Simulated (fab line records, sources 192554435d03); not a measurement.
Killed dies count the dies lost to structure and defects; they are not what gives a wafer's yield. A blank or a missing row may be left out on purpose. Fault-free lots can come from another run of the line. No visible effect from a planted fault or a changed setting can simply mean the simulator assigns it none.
Chamber matching | flow n5-finfet | N5_HKMG_FIN_ALD_71 on ald-metal-04 has 4 sister chambers
The step deposits TiN, target thk 1 nm, pulse time 1 s, purge time 3 s. 8 wafers are shown with their chamber, then 11 later ones without.

## WAFERS, EACH WITH ITS CHAMBER
wafer  | chamber | heater-power-w (W) | precursor-pulse-height-rel
L081.5 | 1       | 951                | 0.994
L081.6 | 0       | 923                | 1.011
L083.4 | 1       | 958                | 1.024
L083.6 | 0       | 921                | 1.019
L086.1 | 2       | 993                | 1.002
L086.4 | 3       | 823                | 1.026
L086.6 | 3       | 855                | 1.022
L088.1 | 2       | 970                | 0.994

## WAFERS WHOSE CHAMBER IS MISSING
wafer  | heater-power-w (W) | precursor-pulse-height-rel
L088.3 | 945                | 1.021
L088.4 | 820                | 1.016
L093.1 | 845                | 0.988
L093.4 | 962                | 0.980
L093.6 | 933                | 1.019
L095.2 | 957                | 1.009
L095.4 | 843                | 0.987
L095.5 | 938                | 0.985
L096.3 | 862                | 0.997
L096.4 | 916                | 1.000
L096.6 | 987                | 1.015

## CHAMBER TAKEN BY EACH
wafer  | from the rows above          | in truth
L088.3 | can't be placed: 1 or 0      | 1
L088.4 | 3                            | 3
L093.1 | 3                            | 3
L093.4 | can't be placed: 2 or 1      | 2
L093.6 | can't be placed: 0 or 1      | 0
L095.2 | can't be placed: 1 or 2      | 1
L095.4 | 3                            | 3
L095.5 | can't be placed: 1 or 0 or 2 | 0
L096.3 | can't be placed: 3 or 0      | 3
L096.4 | can't be placed: 0 or 1      | 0
L096.6 | can't be placed: 2 or 1      | 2
Correctly placed: 3 of 11. These rows do not allow placing 8 (true chamber among the candidates in 8). 0 placed wrongly.
How it was worked out, from the rows above alone: a wafer's distance from a chamber is the root of the sum, over the readings, of the square of ((its reading less the chamber's mean) divided by the reading's scatter). If the next closest chamber is less than 2 further off than the closest, the wafer can't be placed; otherwise it belongs to the closest. Each chamber's mean is taken over the wafers shown for it. How the scatter is found: for the shown wafers, subtract from each reading the mean of its chamber, square and add these, divide the total by (wafers less chambers), then take the root.
